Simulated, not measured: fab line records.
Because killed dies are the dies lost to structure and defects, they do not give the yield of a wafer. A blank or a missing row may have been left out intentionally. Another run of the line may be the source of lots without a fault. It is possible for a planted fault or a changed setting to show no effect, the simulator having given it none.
The tool behind it: which one?    flow n5_finfet    Sampling: 24 lots, 72 wafers, 6 of 1938 route steps

## WHAT EACH GAUGE READ, for each wafer
The record holds no reading of a measuring or inspecting step that can be judged against a usual standard deviation.

## WHAT TOOL EACH LOT RAN ON (gives the tool, then ch and the chambers of the sampled wafers, and finally the start)
lot   N5_BEOL_M2_HM_OPEN_17              N5_BEOL_M2_STRIP_97                            N5_BEOL_M2_SPUTTER_88         N5_BEOL_M2_ANNEAL_93          N5_BEOL_M2_ANNEAL_95          N5_BEOL_M2_CO_CAP_55
L074  rie_metal-03 ch 1, day 7 03:47     rie_diel-03 ch 0,1, day 7 14:14 or earlier     pvd_sputter-02, day 7 14:14   pvd_sputter-02, day 7 14:45   pvd_sputter-02, day 7 14:58   cvd_co-02 ch 0,2, day 7 16:03
L075  rie_metal-02 ch 1, day 7 09:41     rie_diel-04 ch 0,1,2, day 7 17:59 or earlier   pvd_sputter-01, day 7 17:59   pvd_sputter-01, day 7 18:30   pvd_sputter-01, day 7 18:43   cvd_co-02 ch 0,2, day 7 19:46
L076  rie_metal-02 ch 0,1, day 7 09:56   rie_diel-03 ch 0,2,3, day 7 18:38 or earlier   pvd_sputter-03, day 7 18:38   pvd_sputter-03, day 7 19:10   pvd_sputter-03, day 7 19:23   cvd_co-01 ch 0,2, day 7 20:23
L077  rie_metal-02 ch 0,1, day 7 14:04   rie_diel-01 ch 0,2,3, day 7 19:55 or earlier   pvd_sputter-01, day 7 19:55   pvd_sputter-01, day 7 20:26   pvd_sputter-01, day 7 20:40   cvd_co-01 ch 0,1, day 7 21:40
L078  rie_metal-03 ch 1, day 7 14:04     rie_diel-03 ch 1,2,3, day 7 22:26 or earlier   pvd_sputter-01, day 7 22:26   pvd_sputter-01, day 7 22:58   pvd_sputter-01, day 7 23:11   cvd_co-01 ch 0,1,2, day 8 00:11
L079  rie_metal-02 ch 0,1, day 7 22:18   rie_diel-01 ch 1,2,3, day 8 03:23 or earlier   pvd_sputter-01, day 8 03:23   pvd_sputter-01, day 8 03:54   pvd_sputter-01, day 8 04:07   cvd_co-02 ch 0,1, day 8 05:07
L080  rie_metal-01 ch 0,1, day 8 08:34   rie_diel-03 ch 0,2,3, day 8 22:17 or earlier   pvd_sputter-03, day 8 22:17   pvd_sputter-03, day 8 22:48   pvd_sputter-03, day 8 23:01   cvd_co-02 ch 0,1, day 9 00:37
L081  rie_metal-02 ch 0,1, day 8 20:59   rie_diel-03 ch 0,1,3, day 9 04:25 or earlier   pvd_sputter-03, day 9 04:25   pvd_sputter-03, day 9 04:56   pvd_sputter-03, day 9 05:10   cvd_co-01 ch 0,1,2, day 9 06:17
L083  rie_metal-03 ch 0, day 9 00:34     rie_diel-01 ch 1,2, day 9 04:19 or earlier     pvd_sputter-01, day 9 04:19   pvd_sputter-01, day 9 04:50   pvd_sputter-01, day 9 05:04   cvd_co-01 ch 0,2, day 9 06:08
L082  rie_metal-01 ch 0,1, day 9 01:04   rie_diel-01 ch 1,3, day 9 07:53 or earlier     pvd_sputter-01, day 9 07:53   pvd_sputter-01, day 9 08:24   pvd_sputter-01, day 9 08:37   cvd_co-02 ch 0,1, day 9 09:38
L084  rie_metal-01 ch 0,1, day 9 05:26   rie_diel-01 ch 0,1,3, day 10 03:21 or earlier  pvd_sputter-02, day 10 03:21  pvd_sputter-02, day 10 03:53  pvd_sputter-02, day 10 04:07  cvd_co-01 ch 0,1,2, day 10 05:24
L085  rie_metal-01 ch 0,1, day 9 12:03   rie_diel-01 ch 0,1, day 10 04:37 or earlier    pvd_sputter-03, day 10 04:37  pvd_sputter-03, day 10 05:08  pvd_sputter-03, day 10 05:22  cvd_co-02 ch 0,2, day 10 06:22
L086  rie_metal-03 ch 0,1, day 9 21:21   rie_diel-01 ch 0,1, day 10 10:53 or earlier    pvd_sputter-02, day 10 10:53  pvd_sputter-02, day 10 11:24  pvd_sputter-02, day 10 11:37  cvd_co-02 ch 0,2, day 10 12:38
L087  rie_metal-02 ch 0,1, day 10 03:24  rie_diel-01 ch 0,1, day 10 15:00 or earlier    pvd_sputter-01, day 10 15:00  pvd_sputter-01, day 10 15:31  pvd_sputter-01, day 10 15:44  cvd_co-02 ch 0,1,2, day 10 16:45
L090  rie_metal-02 ch 0,1, day 10 10:20  rie_diel-03 ch 0,2,3, day 10 17:22 or earlier  pvd_sputter-03, day 10 17:22  pvd_sputter-03, day 10 17:53  pvd_sputter-03, day 10 18:06  cvd_co-02 ch 1,2, day 10 19:06
L088  rie_metal-02 ch 0,1, day 10 11:41  rie_diel-01 ch 0,1, day 10 22:04 or earlier    pvd_sputter-03, day 10 22:04  pvd_sputter-03, day 10 22:35  pvd_sputter-03, day 10 22:48  cvd_co-01 ch 0,1,2, day 10 23:49
L089  rie_metal-02 ch 0,1, day 10 12:28  rie_diel-04 ch 2,3, day 10 22:13 or earlier    pvd_sputter-02, day 10 22:13  pvd_sputter-02, day 10 22:44  pvd_sputter-02, day 10 22:58  cvd_co-02 ch 0,2, day 10 23:58
L091  rie_metal-02 ch 0,1, day 10 15:11  rie_diel-04 ch 0,2, day 10 23:54 or earlier    pvd_sputter-03, day 10 23:54  pvd_sputter-03, day 11 00:25  pvd_sputter-03, day 11 00:38  cvd_co-02 ch 0,1, day 11 01:43
L092  rie_metal-01 ch 0,1, day 10 21:06  rie_diel-03 ch 0,1,2, day 11 17:52 or earlier  pvd_sputter-02, day 11 17:52  pvd_sputter-02, day 11 18:23  pvd_sputter-02, day 11 18:36  cvd_co-02 ch 0,1,2, day 11 19:38
L093  rie_metal-01 ch 0,1, day 12 00:05  rie_diel-01 ch 0,2, day 12 23:11 or earlier    pvd_sputter-02, day 12 23:11  pvd_sputter-02, day 12 23:43  pvd_sputter-02, day 12 23:56  cvd_co-01 ch 0,1,2, day 13 00:56
L094  rie_metal-02 ch 0,1, day 12 03:31  rie_diel-03 ch 2,3, day 13 05:07 or earlier    pvd_sputter-03, day 13 05:07  pvd_sputter-03, day 13 05:38  pvd_sputter-03, day 13 05:51  cvd_co-02 ch 0,1,2, day 13 07:03
L095  rie_metal-03 ch 0,1, day 12 03:41  rie_diel-04 ch 1,3, day 13 05:14 or earlier    pvd_sputter-01, day 13 05:14  pvd_sputter-01, day 13 05:45  pvd_sputter-01, day 13 05:58  cvd_co-02 ch 0,2, day 13 07:10
L097  rie_metal-01 ch 0,1, day 12 04:09  rie_diel-04 ch 1,3, day 13 07:59 or earlier    pvd_sputter-03, day 13 07:59  pvd_sputter-03, day 13 08:34  pvd_sputter-03, day 13 08:49  cvd_co-02 ch 1,2, day 13 09:51
L096  rie_metal-02 ch 1, day 12 06:07    rie_diel-04 ch 1,2,3, day 13 20:11 or earlier  pvd_sputter-01, day 13 20:11  pvd_sputter-01, day 13 20:42  pvd_sputter-01, day 13 20:55  cvd_co-01 ch 0,1, day 13 21:56
- N5_BEOL_M2_HM_OPEN_17: chemistry Cl2/BCl3, target TiN, target depth 20 nm, overetch 6 nm.
- N5_BEOL_M2_STRIP_97: strips in N2/H2, time 10 s.
- N5_BEOL_M2_SPUTTER_88: material Cu, target thk 4.5 nm, time 8.29 s.
- N5_BEOL_M2_ANNEAL_93: time 240 s.
- N5_BEOL_M2_ANNEAL_95: time 240 s.
- N5_BEOL_M2_CO_CAP_55: material Co, precursor CCTBA/H2, target thk 2 nm, time 102.1 s.

## WHAT THE TOOLS THEMSELVES READ (means of the sampled wafers that have a number; where no wafer has one, the mark that the record gives instead)
N5_BEOL_M2_HM_OPEN_17.
lot   tool          drypump_motor_current_A (A)  oes_product_au (a.u.)  throttle_valve_pct (%)
L074  rie_metal-03  5.3                          0.51                   22.5
L075  rie_metal-02  6.7                          0.59                   22.5
L076  rie_metal-02  6.2                          0.67                   22.3
L077  rie_metal-02  6.2                          0.67                   22.3
L078  rie_metal-03  5.3                          0.50                   22.6
L079  rie_metal-02  6.2                          0.67                   22.3
L080  rie_metal-01  5.6                          0.68                   22.4
L081  rie_metal-02  6.2                          0.67                   22.3
L083  rie_metal-03  6.7                          0.77                   21.5
L082  rie_metal-01  5.7                          0.64                   22.5
L084  rie_metal-01  5.6                          0.69                   22.4
L085  rie_metal-01  5.7                          0.64                   22.5
L086  rie_metal-03  6.3                          0.78                   21.8
L087  rie_metal-02  5.8                          0.73                   22.0
L090  rie_metal-02  5.8                          0.71                   22.0
L088  rie_metal-02  6.2                          0.65                   22.3
L089  rie_metal-02  6.2                          0.65                   22.3
L091  rie_metal-02  6.2                          0.65                   22.3
L092  rie_metal-01  5.7                          0.63                   22.5
L093  rie_metal-01  5.7                          0.62                   22.6
L094  rie_metal-02  5.8                          0.71                   22.0
L095  rie_metal-03  5.8                          0.78                   22.1
L097  rie_metal-01  5.7                          0.62                   22.6
L096  rie_metal-02  6.7                          0.57                   22.5

N5_BEOL_M2_STRIP_97.
lot   tool         drypump_motor_current_A (A)  h2_flow_sccm (sccm)  oes_product_au (a.u.)  rf_vpp_V (V)  showerhead_plenum_p_Torr (Torr)  throttle_valve_pct (%)
L074  rie_diel-03  5.83                         199.6                0.88                   59.1          2.61                             23.4
L075  rie_diel-04  5.61                         200.3                0.71                   59.0          2.48                             23.5
L076  rie_diel-03  5.38                         200.3                0.92                   58.7          2.63                             23.5
L077  rie_diel-01  5.45                         199.6                0.78                   59.0          2.51                             23.5
L078  rie_diel-03  5.43                         199.9                0.82                   59.3          2.63                             23.8
L079  rie_diel-01  5.55                         199.7                0.76                   59.1          2.43                             23.4
L080  rie_diel-03  5.41                         200.1                0.90                   59.0          2.63                             23.6
L081  rie_diel-03  5.70                         200.3                0.81                   58.9          2.60                             23.6
L083  rie_diel-01  5.68                         199.9                0.70                   58.6          2.40                             23.5
L082  rie_diel-01  5.52                         199.9                0.75                   59.5          2.42                             23.3
L084  rie_diel-01  5.41                         200.3                0.74                   58.5          2.49                             23.4
L085  rie_diel-01  5.54                         199.8                0.69                   58.2          2.47                             23.6
L086  rie_diel-01  5.44                         200.1                0.69                   58.9          2.54                             23.7
L087  rie_diel-01  5.43                         200.1                0.68                   58.9          2.54                             23.7
L090  rie_diel-03  5.41                         200.3                0.88                   60.0          2.62                             23.6
L088  rie_diel-01  5.54                         199.6                0.67                   58.6          2.46                             23.6
L089  rie_diel-04  5.35                         199.4                0.87                   58.6          2.50                             23.2
L091  rie_diel-04  5.50                         200.4                0.78                   59.0          2.50                             23.6
L092  rie_diel-03  5.54                         199.9                0.92                   59.2          2.63                             23.6
L093  rie_diel-01  5.48                         199.9                0.68                   59.6          2.53                             23.7
L094  rie_diel-03  5.27                         199.6                0.83                   60.0          2.60                             23.7
L095  rie_diel-04  5.70                         199.5                0.69                   58.7          2.44                             23.6
L097  rie_diel-04  5.68                         199.8                0.70                   59.1          2.44                             23.6
L096  rie_diel-04  5.52                         200.1                0.77                   59.8          2.47                             23.4

N5_BEOL_M2_SPUTTER_88.
lot   tool            chamber_pressure_pa (Pa)  throttle_valve_pct (%)
L074  pvd_sputter-02  0.07003                   29.2
L075  pvd_sputter-01  0.07001                   29.6
L076  pvd_sputter-03  0.07005                   29.8
L077  pvd_sputter-01  0.06994                   29.6
L078  pvd_sputter-01  0.07005                   28.8
L079  pvd_sputter-01  0.06995                   29.5
L080  pvd_sputter-03  0.06989                   29.6
L081  pvd_sputter-03  0.07003                   29.6
L083  pvd_sputter-01  0.07003                   29.8
L082  pvd_sputter-01  0.06983                   29.1
L084  pvd_sputter-02  0.07002                   30.6
L085  pvd_sputter-03  0.07012                   29.5
L086  pvd_sputter-02  0.06995                   29.3
L087  pvd_sputter-01  0.07007                   29.6
L090  pvd_sputter-03  0.07003                   29.9
L088  pvd_sputter-03  0.06984                   29.7
L089  pvd_sputter-02  0.07008                   28.6
L091  pvd_sputter-03  0.06995                   29.6
L092  pvd_sputter-02  0.06982                   29.2
L093  pvd_sputter-02  0.06994                   28.5
L094  pvd_sputter-03  0.06987                   29.9
L095  pvd_sputter-01  0.06992                   29.2
L097  pvd_sputter-03  0.06999                   29.5
L096  pvd_sputter-01  0.06993                   29.5

N5_BEOL_M2_ANNEAL_93.
lot   tool            heater_power_w (W)
L074  pvd_sputter-02  815
L075  pvd_sputter-01  827
L076  pvd_sputter-03  868
L077  pvd_sputter-01  843
L078  pvd_sputter-01  809
L079  pvd_sputter-01  850
L080  pvd_sputter-03  844
L081  pvd_sputter-03  815
L083  pvd_sputter-01  856
L082  pvd_sputter-01  829
L084  pvd_sputter-02  797
L085  pvd_sputter-03  856
L086  pvd_sputter-02  817
L087  pvd_sputter-01  846
L090  pvd_sputter-03  834
L088  pvd_sputter-03  831
L089  pvd_sputter-02  906
L091  pvd_sputter-03  856
L092  pvd_sputter-02  823
L093  pvd_sputter-02  884
L094  pvd_sputter-03  841
L095  pvd_sputter-01  820
L097  pvd_sputter-03  852
L096  pvd_sputter-01  843

N5_BEOL_M2_ANNEAL_95.
lot   tool            heater_power_w (W)
L074  pvd_sputter-02  820
L075  pvd_sputter-01  840
L076  pvd_sputter-03  872
L077  pvd_sputter-01  851
L078  pvd_sputter-01  824
L079  pvd_sputter-01  864
L080  pvd_sputter-03  843
L081  pvd_sputter-03  818
L083  pvd_sputter-01  863
L082  pvd_sputter-01  828
L084  pvd_sputter-02  809
L085  pvd_sputter-03  857
L086  pvd_sputter-02  807
L087  pvd_sputter-01  864
L090  pvd_sputter-03  842
L088  pvd_sputter-03  828
L089  pvd_sputter-02  892
L091  pvd_sputter-03  846
L092  pvd_sputter-02  832
L093  pvd_sputter-02  890
L094  pvd_sputter-03  828
L095  pvd_sputter-01  820
L097  pvd_sputter-03  856
L096  pvd_sputter-01  833

N5_BEOL_M2_CO_CAP_55.
lot   tool       heater_power_outer_w (W)  heater_power_w (W)
L074  cvd_co-02  116                       239
L075  cvd_co-02  122                       242
L076  cvd_co-01  116                       225
L077  cvd_co-01  133                       252
L078  cvd_co-01  118                       232
L079  cvd_co-02  141                       275
L080  cvd_co-02  136                       265
L081  cvd_co-01  119                       230
L083  cvd_co-01  106                       206
L082  cvd_co-02  144                       272
L084  cvd_co-01  120                       232
L085  cvd_co-02  120                       237
L086  cvd_co-02  123                       247
L087  cvd_co-02  130                       260
L090  cvd_co-02  124                       246
L088  cvd_co-01  118                       227
L089  cvd_co-02  123                       248
L091  cvd_co-02  138                       266
L092  cvd_co-02  130                       252
L093  cvd_co-01  120                       230
L094  cvd_co-02  130                       256
L095  cvd_co-02  116                       239
L097  cvd_co-02  138                       267
L096  cvd_co-01  129                       248

## THE ANSWER, worked out from the rows above alone
Rule: usual is defined by the lots themselves. The widest of any qualifying gaps counts: lots, ordered by their means at a reading, are off when they make up no more than a third of the lots, leave a main group of 4 or more, and stand apart from it by 3 or more times the standard deviation of that group's means. A main group is skipped when, at the precision printed for the reading in the tables above, its means are all equal. A lot without any number at a reading at which 4 lots or more have one is off too. The other lots that the step has rows for count as sound. The gauges are gone through in route order, then the tools' own readings, and for those a lot's mean is taken as printed above. At the first step where some lot is off, the reading lying furthest off is the one used; lots without a number count as furthest.
None of the lots is off at any reading shown; this tells nothing.

## WHAT WAS PUT IN BY THE SIMULATOR
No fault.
